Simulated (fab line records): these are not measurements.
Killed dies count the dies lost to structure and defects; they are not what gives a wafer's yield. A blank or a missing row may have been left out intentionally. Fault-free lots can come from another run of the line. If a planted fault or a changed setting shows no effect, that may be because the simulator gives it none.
The tool behind it: which one? + flow nand_harc + 22 lots, 66 wafers sampled, at 6 steps of a route of 1302

## WHAT THE GAUGES READ, wafer by wafer
NHARC_P_M1_INSPECT_11. Usual: 5 for raw_defect_count, sd 3.2.
| lot  | measured     | on                | raw_defect_count | flag |
|------|--------------|-------------------|------------------|------|
| L074 | day 6 06:01  | defect_inspect-01 | 10 3 8           |      |
| L075 | day 6 20:27  | defect_inspect-01 | 2 3 5            |      |
| L076 | day 6 23:13  | defect_inspect-02 | 0 5 4            |      |
| L077 | day 7 09:47  | defect_inspect-01 | 6 0 5            |      |
| L078 | day 8 00:49  | defect_inspect-01 | 1 1 5            |      |
| L079 | day 8 06:01  | defect_inspect-01 | 7 9 4            |      |
| L080 | day 8 17:22  | defect_inspect-01 | 2 5 7            |      |
| L081 | day 9 01:11  | defect_inspect-01 | 3 6 4            |      |
| L082 | day 9 15:31  | defect_inspect-02 | 12 5 5           |      |
| L084 | day 10 13:41 | defect_inspect-02 | 6 2 3            |      |
| L085 | day 10 19:41 | defect_inspect-01 | 7 6 4            |      |
| L086 | day 11 08:25 | defect_inspect-01 | 5 6 2            |      |
| L087 | day 11 12:24 | defect_inspect-02 | 4 0 8            |      |
| L089 | day 12 09:34 | defect_inspect-02 | 4 1 6            |      |
| L088 | day 12 12:45 | defect_inspect-02 | 2 5 7            |      |
| L090 | day 12 23:04 | defect_inspect-01 | 8 5 10           |      |
| L091 | day 13 04:13 | defect_inspect-01 | 2 5 1            |      |
| L092 | day 13 16:37 | defect_inspect-01 | 8 4 6            |      |
| L093 | day 14 03:36 | defect_inspect-01 | 2 4 7            |      |
| L095 | day 14 23:05 | defect_inspect-01 | 2 5 5            |      |
| L096 | day 15 08:52 | defect_inspect-01 | 14 7 6           |      |
| L097 | day 15 15:54 | defect_inspect-02 | 5 2 9            |      |

NHARC_P_M1_THK_MEAS_24: measures by xrf. Usual: 157.6 nm for thk_nm, sd 1.5.
| lot  | measured     | on            | thk_nm (nm)       | flag |
|------|--------------|---------------|-------------------|------|
| L074 | day 6 08:37  | film_metro-02 | 157.8 156.2 157.8 |      |
| L075 | day 6 22:55  | film_metro-01 | 155.5 156.2 158.2 |      |
| L076 | day 7 01:42  | film_metro-02 | 154.5 155.1 154.7 |      |
| L077 | day 7 12:15  | film_metro-02 | 158.6 159.7 160.1 |      |
| L078 | day 8 03:21  | film_metro-01 | 159.4 160.5 156.2 |      |
| L079 | day 8 08:28  | film_metro-01 | 158.8 154.7 160.2 |      |
| L080 | day 8 19:53  | film_metro-02 | 158.1 158.5 159.1 |      |
| L081 | day 9 03:39  | film_metro-01 | 159.7 161.2 157.8 |      |
| L082 | day 9 17:59  | film_metro-02 | 157.0 156.4 159.2 |      |
| L084 | day 10 16:09 | film_metro-01 | 159.4 157.2 157.1 |      |
| L085 | day 10 22:21 | film_metro-01 | 157.6 157.4 157.4 |      |
| L086 | day 11 11:04 | film_metro-02 | 157.8 156.5 156.3 |      |
| L087 | day 11 14:52 | film_metro-02 | 158.5 156.8 158.6 |      |
| L089 | day 12 12:02 | film_metro-01 | 157.5 158.1 157.3 |      |
| L088 | day 12 15:14 | film_metro-02 | 159.7 154.8 158.1 |      |
| L090 | day 13 01:33 | film_metro-01 | 157.6 155.5 157.8 |      |
| L091 | day 13 06:42 | film_metro-01 | 158.1 156.0 158.0 |      |
| L092 | day 13 19:06 | film_metro-01 | 159.2 156.6 158.5 |      |
| L093 | day 14 06:05 | film_metro-01 | 158.9 157.4 157.5 |      |
| L095 | day 15 01:34 | film_metro-01 | 157.5 158.6 159.4 |      |
| L096 | day 15 11:21 | film_metro-01 | 158.6 160.0 158.0 |      |
| L097 | day 15 18:23 | film_metro-02 | 158.2 159.7 157.5 |      |

## WHICH TOOL RAN EACH LOT (tool, then ch and the chambers of the sampled wafers, then the start)
| lot  | NHARC_P_CONTACT_DESCUM_17          | NHARC_P_M1_STRIP_18                | NHARC_P_M1_ETCH_28                            | NHARC_P_M1_PVD_21                       |
|------|------------------------------------|------------------------------------|-----------------------------------------------|-----------------------------------------|
| L074 | rie_diel-09 ch 1,2,3, day 5 21:47  | rie_diel-07 ch 0,1,3, day 6 06:37  | rie_diel-07 ch 1,3, day 6 08:37 or earlier    | pvd_sputter-02, day 6 08:37 or earlier  |
| L075 | rie_diel-12 ch 0,2, day 6 12:12    | rie_diel-07 ch 0,1,2, day 6 20:56  | rie_diel-07 ch 0,1, day 6 22:55 or earlier    | pvd_sputter-02, day 6 22:55 or earlier  |
| L076 | rie_diel-12 ch 0,1,3, day 6 14:54  | rie_diel-06 ch 1,2,3, day 6 23:41  | rie_diel-06 ch 1,2, day 7 01:42 or earlier    | pvd_sputter-01, day 7 01:42 or earlier  |
| L077 | rie_diel-02 ch 0,1,3, day 7 01:30  | rie_diel-07 ch 1,3, day 7 10:13    | rie_diel-07 ch 1,2,3, day 7 12:15 or earlier  | pvd_sputter-01, day 7 12:15 or earlier  |
| L078 | rie_diel-12 ch 0,1,3, day 7 16:11  | rie_diel-11 ch 0,2,3, day 8 01:16  | rie_diel-11 ch 1,2,3, day 8 02:11 or earlier  | pvd_sputter-01, day 8 02:11             |
| L079 | rie_diel-02 ch 0,1,3, day 7 21:12  | rie_diel-07 ch 0,1,3, day 8 06:30  | rie_diel-07 ch 1,2,3, day 8 08:28 or earlier  | pvd_sputter-02, day 8 08:28 or earlier  |
| L080 | rie_diel-12 ch 0,1, day 8 09:10    | rie_diel-11 ch 0,1,2, day 8 17:53  | rie_diel-11 ch 0,3, day 8 19:53 or earlier    | pvd_sputter-03, day 8 19:53 or earlier  |
| L081 | rie_diel-12 ch 0,2,3, day 8 16:59  | rie_diel-07 ch 0,3, day 9 01:38    | rie_diel-07 ch 0,3, day 9 03:39 or earlier    | pvd_sputter-01, day 9 03:39 or earlier  |
| L082 | rie_diel-12 ch 0,1,2, day 9 07:26  | rie_diel-07 ch 0,1,2, day 9 16:01  | rie_diel-07 ch 0,1, day 9 17:59 or earlier    | pvd_sputter-02, day 9 17:59 or earlier  |
| L084 | rie_diel-12 ch 0,1, day 10 05:20   | rie_diel-11 ch 1,3, day 10 14:08   | rie_diel-11 ch 0,1, day 10 16:09 or earlier   | pvd_sputter-02, day 10 16:09 or earlier |
| L085 | rie_diel-09 ch 1,2, day 10 11:31   | rie_diel-11 ch 0,2,3, day 10 20:09 | rie_diel-11 ch 0,1,2, day 10 22:21 or earlier | pvd_sputter-03, day 10 22:21 or earlier |
| L086 | rie_diel-02 ch 1,2,3, day 11 00:16 | rie_diel-11 ch 0,2,3, day 11 08:52 | rie_diel-11 ch 0,2,3, day 11 11:04 or earlier | pvd_sputter-02, day 11 11:04 or earlier |
| L087 | rie_diel-12 ch 0,1,3, day 11 03:59 | rie_diel-11 ch 0,1,3, day 11 12:50 | rie_diel-11 ch 1,2,3, day 11 14:52 or earlier | pvd_sputter-02, day 11 14:52 or earlier |
| L089 | rie_diel-12 ch 2,3, day 12 01:38   | rie_diel-07 ch 0,3, day 12 10:02   | rie_diel-07 ch 2,3, day 12 12:02 or earlier   | pvd_sputter-03, day 12 12:02 or earlier |
| L088 | rie_diel-09 ch 0,1,2, day 12 04:48 | rie_diel-07 ch 0,2,3, day 12 13:14 | rie_diel-07 ch 0,1,2, day 12 15:14 or earlier | pvd_sputter-02, day 12 15:14 or earlier |
| L090 | rie_diel-12 ch 0,1, day 12 15:01   | rie_diel-07 ch 2,3, day 12 23:31   | rie_diel-07 ch 0,2, day 13 01:33 or earlier   | pvd_sputter-01, day 13 01:33 or earlier |
| L091 | rie_diel-02 ch 1,2,3, day 12 19:58 | rie_diel-07 ch 0,2,3, day 13 04:39 | rie_diel-07 ch 0,1,2, day 13 06:42 or earlier | pvd_sputter-03, day 13 06:42 or earlier |
| L092 | rie_diel-02 ch 0,2,3, day 13 08:16 | rie_diel-11 ch 0,2,3, day 13 17:04 | rie_diel-11 ch 0,1,3, day 13 19:06 or earlier | pvd_sputter-02, day 13 19:06 or earlier |
| L093 | rie_diel-09 ch 0,1, day 13 19:20   | rie_diel-07 ch 0,1,2, day 14 04:03 | rie_diel-07 ch 1,2,3, day 14 06:05 or earlier | pvd_sputter-03, day 14 06:05 or earlier |
| L095 | rie_diel-02 ch 2,3, day 14 14:23   | rie_diel-11 ch 0,1,2, day 14 23:33 | rie_diel-11 ch 0,3, day 15 01:34 or earlier   | pvd_sputter-02, day 15 01:34 or earlier |
| L096 | rie_diel-02 ch 0,1,3, day 15 00:35 | rie_diel-06 ch 0,1,2, day 15 09:22 | rie_diel-06 ch 0,2,3, day 15 11:21 or earlier | pvd_sputter-02, day 15 11:21 or earlier |
| L097 | rie_diel-09 ch 0,2, day 15 07:50   | rie_diel-06 ch 1,2,3, day 15 16:24 | rie_diel-06 ch 0,1,3, day 15 18:23 or earlier | pvd_sputter-02, day 15 18:23 or earlier |
- NHARC_P_CONTACT_DESCUM_17: chemistry O2, time 3 s.
- NHARC_P_M1_STRIP_18: strips in N2/H2.
- NHARC_P_M1_ETCH_28: etches the open film in CF4/N2, target depth 30 nm, time 72.99 s.
- NHARC_P_M1_PVD_21: deposits Cu, target thk 30 nm, time 20.49 s.

## WHAT THE TOOLS THEMSELVES READ (means of the sampled wafers that have a number; where no wafer has one, the mark that the record gives instead)
NHARC_P_CONTACT_DESCUM_17. Usual: chamber_pressure_mTorr 60.01 mTorr, standard deviation 0.055; drypump_motor_current_A 5.7 A, standard deviation 0.42; mfc_ar_sccm 0.012 sccm, standard deviation 0.014; oes_product_au 1.003 a.u., standard deviation 0.013; rf_vpp_V 58.0 V, standard deviation 0.9; showerhead_plenum_p_Torr 1.96 Torr, standard deviation 0.08; throttle_valve_pct 11.311 %, standard deviation 0.0097.
| lot  | tool        | chamber_pressure_mTorr (mTorr) | drypump_motor_current_A (A) | mfc_ar_sccm (sccm) | oes_product_au (a.u.) | rf_vpp_V (V) | showerhead_plenum_p_Torr (Torr) | throttle_valve_pct (%) | flag |
|------|-------------|--------------------------------|-----------------------------|--------------------|-----------------------|--------------|---------------------------------|------------------------|------|
| L074 | rie_diel-09 | 60.04                          | 6.1                         | 0.014              | 0.995                 | 58.2         | 1.91                            | 11.317                 |      |
| L075 | rie_diel-12 | 59.96                          | 5.1                         | 0.000              | 1.004                 | 58.2         | 1.99                            | 11.309                 |      |
| L076 | rie_diel-12 | 60.00                          | 5.6                         | 0.011              | 1.000                 | 58.0         | 2.01                            | 11.309                 |      |
| L077 | rie_diel-02 | 59.96                          | 6.0                         | 0.011              | 1.002                 | 58.1         | 1.95                            | 11.314                 |      |
| L078 | rie_diel-12 | 60.01                          | 5.6                         | 0.011              | 0.999                 | 57.3         | 2.01                            | 11.321                 |      |
| L079 | rie_diel-02 | 60.02                          | 6.0                         | 0.011              | 1.001                 | 57.7         | 1.95                            | 11.312                 |      |
| L080 | rie_diel-12 | 60.07                          | 5.6                         | 0.022              | 1.006                 | 57.6         | 2.02                            | 11.309                 |      |
| L081 | rie_diel-12 | 60.06                          | 5.3                         | 0.000              | 0.998                 | 57.9         | 1.99                            | 11.311                 |      |
| L082 | rie_diel-12 | 60.02                          | 5.3                         | 0.011              | 1.004                 | 57.4         | 2.01                            | 11.312                 |      |
| L084 | rie_diel-12 | 59.96                          | 5.6                         | 0.022              | 1.010                 | 58.2         | 2.02                            | 11.305                 |      |
| L085 | rie_diel-09 | 60.01                          | 6.2                         | 0.000              | 1.009                 | 58.2         | 1.85                            | 11.317                 |      |
| L086 | rie_diel-02 | 60.02                          | 5.9                         | 0.019              | 1.003                 | 56.7         | 1.90                            | 11.306                 |      |
| L087 | rie_diel-12 | 60.04                          | 5.6                         | 0.011              | 1.002                 | 57.8         | 2.01                            | 11.308                 |      |
| L089 | rie_diel-12 | 60.03                          | 5.5                         | 0.000              | 1.001                 | 58.1         | 2.00                            | 11.319                 |      |
| L088 | rie_diel-09 | 59.98                          | 5.8                         | 0.004              | 1.001                 | 58.4         | 1.86                            | 11.306                 |      |
| L090 | rie_diel-12 | 60.00                          | 5.6                         | 0.022              | 1.011                 | 57.8         | 2.02                            | 11.302                 |      |
| L091 | rie_diel-02 | 59.98                          | 6.0                         | 0.019              | 0.999                 | 58.0         | 1.90                            | 11.308                 |      |
| L092 | rie_diel-02 | 60.03                          | 6.0                         | 0.017              | 1.002                 | 58.0         | 1.95                            | 11.319                 |      |
| L093 | rie_diel-09 | 60.01                          | 5.7                         | 0.004              | 0.994                 | 57.7         | 1.88                            | 11.305                 |      |
| L095 | rie_diel-02 | 60.00                          | 6.0                         | 0.025              | 0.996                 | 57.7         | 1.96                            | 11.312                 |      |
| L096 | rie_diel-02 | 60.04                          | 6.0                         | 0.011              | 0.999                 | 58.3         | 1.95                            | 11.310                 |      |
| L097 | rie_diel-09 | 59.99                          | 5.9                         | 0.004              | 1.017                 | 58.2         | 1.83                            | 11.319                 |      |

NHARC_P_M1_STRIP_18. Usual: chamber_pressure_mTorr 29.999 mTorr, standard deviation 0.027; drypump_motor_current_A 6.0 A, standard deviation 0.47; h2_flow_sccm 149.9 sccm, standard deviation 0.51; mfc_ar_sccm 0.012 sccm, standard deviation 0.01; oes_product_au 1.006 a.u., standard deviation 0.015; rf_vpp_V 90.6 V, standard deviation 0.96; showerhead_plenum_p_Torr 2.03 Torr, standard deviation 0.082; throttle_valve_pct 14.171 %, standard deviation 0.0082.
| lot  | tool        | chamber_pressure_mTorr (mTorr) | drypump_motor_current_A (A) | h2_flow_sccm (sccm) | mfc_ar_sccm (sccm) | oes_product_au (a.u.) | rf_vpp_V (V) | showerhead_plenum_p_Torr (Torr) | throttle_valve_pct (%) | flag |
|------|-------------|--------------------------------|-----------------------------|---------------------|--------------------|-----------------------|--------------|---------------------------------|------------------------|------|
| L074 | rie_diel-07 | 30.025                         | 6.0                         | 150.0               | 0.005              | 1.015                 | 89.9         | 1.99                            | 14.169                 |      |
| L075 | rie_diel-07 | 30.008                         | 5.7                         | 149.9               | 0.010              | 0.998                 | 89.5         | 1.95                            | 14.166                 |      |
| L076 | rie_diel-06 | 30.010                         | 6.1                         | 150.1               | 0.008              | 0.996                 | 89.8         | 1.95                            | 14.177                 |      |
| L077 | rie_diel-07 | 29.996                         | 5.9                         | 150.6               | 0.007              | 1.026                 | 89.6         | 2.04                            | 14.182                 |      |
| L078 | rie_diel-11 | 29.995                         | 6.0                         | 149.6               | 0.016              | 0.995                 | 91.0         | 2.08                            | 14.171                 |      |
| L079 | rie_diel-07 | 29.946                         | 6.1                         | 150.0               | 0.005              | 1.013                 | 91.1         | 1.99                            | 14.175                 |      |
| L080 | rie_diel-11 | 30.002                         | 6.1                         | 150.0               | 0.015              | 0.987                 | 91.1         | 2.08                            | 14.161                 |      |
| L081 | rie_diel-07 | 29.980                         | 6.4                         | 150.0               | 0.005              | 1.028                 | 90.9         | 2.02                            | 14.173                 |      |
| L082 | rie_diel-07 | 29.984                         | 5.7                         | 149.7               | 0.010              | 1.003                 | 90.2         | 1.95                            | 14.172                 |      |
| L084 | rie_diel-11 | 29.981                         | 6.4                         | 149.7               | 0.027              | 1.008                 | 91.7         | 2.15                            | 14.164                 |      |
| L085 | rie_diel-11 | 30.026                         | 6.0                         | 150.2               | 0.016              | 0.998                 | 90.4         | 2.08                            | 14.168                 |      |
| L086 | rie_diel-11 | 29.989                         | 6.0                         | 149.8               | 0.016              | 0.999                 | 91.0         | 2.08                            | 14.167                 |      |
| L087 | rie_diel-11 | 30.007                         | 6.1                         | 150.1               | 0.025              | 0.997                 | 90.2         | 2.10                            | 14.175                 |      |
| L089 | rie_diel-07 | 30.004                         | 6.3                         | 150.4               | 0.005              | 1.037                 | 90.4         | 2.02                            | 14.171                 |      |
| L088 | rie_diel-07 | 30.011                         | 6.0                         | 150.1               | 0.010              | 1.014                 | 90.3         | 1.98                            | 14.171                 |      |
| L090 | rie_diel-07 | 29.978                         | 5.9                         | 150.3               | 0.012              | 1.013                 | 90.4         | 2.02                            | 14.168                 |      |
| L091 | rie_diel-07 | 29.999                         | 6.0                         | 149.5               | 0.010              | 1.009                 | 90.2         | 1.98                            | 14.164                 |      |
| L092 | rie_diel-11 | 30.009                         | 6.0                         | 149.7               | 0.016              | 1.004                 | 92.1         | 2.08                            | 14.177                 |      |
| L093 | rie_diel-07 | 30.029                         | 5.7                         | 150.1               | 0.010              | 1.004                 | 91.1         | 1.95                            | 14.175                 |      |
| L095 | rie_diel-11 | 30.018                         | 6.1                         | 149.7               | 0.015              | 1.013                 | 90.3         | 2.08                            | 14.164                 |      |
| L096 | rie_diel-06 | 30.010                         | 6.0                         | 149.9               | 0.005              | 1.008                 | 90.0         | 2.05                            | 14.168                 |      |
| L097 | rie_diel-06 | 29.980                         | 6.1                         | 150.3               | 0.008              | 1.005                 | 90.3         | 2.05                            | 14.171                 |      |

NHARC_P_M1_ETCH_28. Usual: chamber_pressure_mTorr 30.000 mTorr, standard deviation 0.027; drypump_motor_current_A 5.9 A, standard deviation 0.49; mfc_ar_sccm 150.0 sccm, standard deviation 0.48; oes_product_au 1.005 a.u., standard deviation 0.015; rf_vpp_V 313.8 V, standard deviation 1.8; showerhead_plenum_p_Torr 2.61 Torr, standard deviation 0.099; throttle_valve_pct 19.795 %, standard deviation 0.0094.
| lot  | tool        | chamber_pressure_mTorr (mTorr) | drypump_motor_current_A (A) | mfc_ar_sccm (sccm) | oes_product_au (a.u.) | rf_vpp_V (V) | showerhead_plenum_p_Torr (Torr) | throttle_valve_pct (%) | flag |
|------|-------------|--------------------------------|-----------------------------|--------------------|-----------------------|--------------|---------------------------------|------------------------|------|
| L074 | rie_diel-07 | 30.025                         | 5.6                         | 150.2              | 1.019                 | 314.0        | 2.58                            | 19.797                 |      |
| L075 | rie_diel-07 | 29.975                         | 5.7                         | 149.3              | 1.012                 | 312.9        | 2.53                            | 19.801                 |      |
| L076 | rie_diel-06 | 29.995                         | 6.1                         | 150.2              | 1.005                 | 311.4        | 2.48                            | 19.790                 |      |
| L077 | rie_diel-07 | 29.983                         | 5.6                         | 149.5              | 1.006                 | 313.7        | 2.57                            | 19.804                 |      |
| L078 | rie_diel-11 | 30.034                         | 6.2                         | 149.7              | 1.000                 | 316.4        | 2.73                            | 19.788                 |      |
| L079 | rie_diel-07 | 29.983                         | 5.6                         | 150.2              | 1.007                 | 313.8        | 2.57                            | 19.793                 |      |
| L080 | rie_diel-11 | 29.990                         | 5.9                         | 150.0              | 0.992                 | 314.4        | 2.64                            | 19.796                 |      |
| L081 | rie_diel-07 | 30.012                         | 6.5                         | 150.3              | 1.010                 | 312.6        | 2.56                            | 19.787                 |      |
| L082 | rie_diel-07 | 30.011                         | 6.2                         | 150.4              | 1.020                 | 312.5        | 2.52                            | 19.786                 |      |
| L084 | rie_diel-11 | 29.987                         | 6.3                         | 150.2              | 1.003                 | 316.4        | 2.70                            | 19.797                 |      |
| L085 | rie_diel-11 | 29.988                         | 6.1                         | 150.0              | 0.995                 | 314.8        | 2.67                            | 19.790                 |      |
| L086 | rie_diel-11 | 30.009                         | 6.0                         | 150.1              | 1.003                 | 314.2        | 2.67                            | 19.799                 |      |
| L087 | rie_diel-11 | 30.015                         | 6.2                         | 149.8              | 1.005                 | 315.1        | 2.73                            | 19.796                 |      |
| L089 | rie_diel-07 | 30.007                         | 5.5                         | 150.7              | 1.003                 | 313.4        | 2.56                            | 19.794                 |      |
| L088 | rie_diel-07 | 29.989                         | 5.7                         | 149.9              | 1.006                 | 313.1        | 2.52                            | 19.794                 |      |
| L090 | rie_diel-07 | 30.000                         | 5.7                         | 150.4              | 0.996                 | 312.0        | 2.51                            | 19.799                 |      |
| L091 | rie_diel-07 | 29.990                         | 5.7                         | 150.0              | 1.008                 | 312.8        | 2.52                            | 19.791                 |      |
| L092 | rie_diel-11 | 29.979                         | 6.2                         | 150.2              | 1.007                 | 316.2        | 2.70                            | 19.793                 |      |
| L093 | rie_diel-07 | 29.974                         | 5.6                         | 150.1              | 0.989                 | 313.0        | 2.57                            | 19.790                 |      |
| L095 | rie_diel-11 | 29.980                         | 5.9                         | 150.0              | 1.009                 | 314.6        | 2.63                            | 19.792                 |      |
| L096 | rie_diel-06 | 30.000                         | 6.2                         | 149.6              | 1.007                 | 314.7        | 2.65                            | 19.802                 |      |
| L097 | rie_diel-06 | 29.991                         | 6.0                         | 149.8              | 1.005                 | 312.1        | 2.55                            | 19.789                 |      |

NHARC_P_M1_PVD_21. Usual: substrate_temp_c 30.01 C, standard deviation 0.11; throttle_valve_pct 30.3 %, standard deviation 0.75.
| lot  | tool           | substrate_temp_c (C) | throttle_valve_pct (%) | flag |
|------|----------------|----------------------|------------------------|------|
| L074 | pvd_sputter-02 | 30.10                | 30.5                   |      |
| L075 | pvd_sputter-02 | 30.02                | 30.6                   |      |
| L076 | pvd_sputter-01 | 30.06                | 29.4                   |      |
| L077 | pvd_sputter-01 | 30.07                | 30.3                   |      |
| L078 | pvd_sputter-01 | 30.01                | 30.5                   |      |
| L079 | pvd_sputter-02 | 30.08                | 30.8                   |      |
| L080 | pvd_sputter-03 | 29.98                | 30.6                   |      |
| L081 | pvd_sputter-01 | 29.96                | 30.1                   |      |
| L082 | pvd_sputter-02 | 30.05                | 30.4                   |      |
| L084 | pvd_sputter-02 | 29.98                | 30.3                   |      |
| L085 | pvd_sputter-03 | 30.02                | 30.3                   |      |
| L086 | pvd_sputter-02 | 29.84                | 30.5                   |      |
| L087 | pvd_sputter-02 | 29.98                | 30.6                   |      |
| L089 | pvd_sputter-03 | 29.98                | 30.4                   |      |
| L088 | pvd_sputter-02 | 30.02                | 31.1                   |      |
| L090 | pvd_sputter-01 | 30.09                | 29.1                   |      |
| L091 | pvd_sputter-03 | 29.99                | 30.6                   |      |
| L092 | pvd_sputter-02 | 30.03                | 30.8                   |      |
| L093 | pvd_sputter-03 | 29.97                | 30.5                   |      |
| L095 | pvd_sputter-02 | 29.98                | 30.3                   |      |
| L096 | pvd_sputter-02 | 29.96                | 30.0                   |      |
| L097 | pvd_sputter-02 | 30.04                | 30.5                   |      |

## THE ANSWER, worked out from the rows above alone
Rule: a lot is off if the mean of its wafers that have a number lies more than 3 standard deviations from the usual mean. A lot without any number at a reading at which 4 lots or more have one is off too. All remaining lots with rows at the step are treated as sound. The gauges are gone through in route order, then the tools' own readings, and for those a lot's mean is taken as printed above. At the first step where some lot is off, the reading lying furthest off is the one used; lots without a number count as furthest.
No lot is off at any reading shown: from this, nothing can be told.

## WHAT WAS PUT IN BY THE SIMULATOR
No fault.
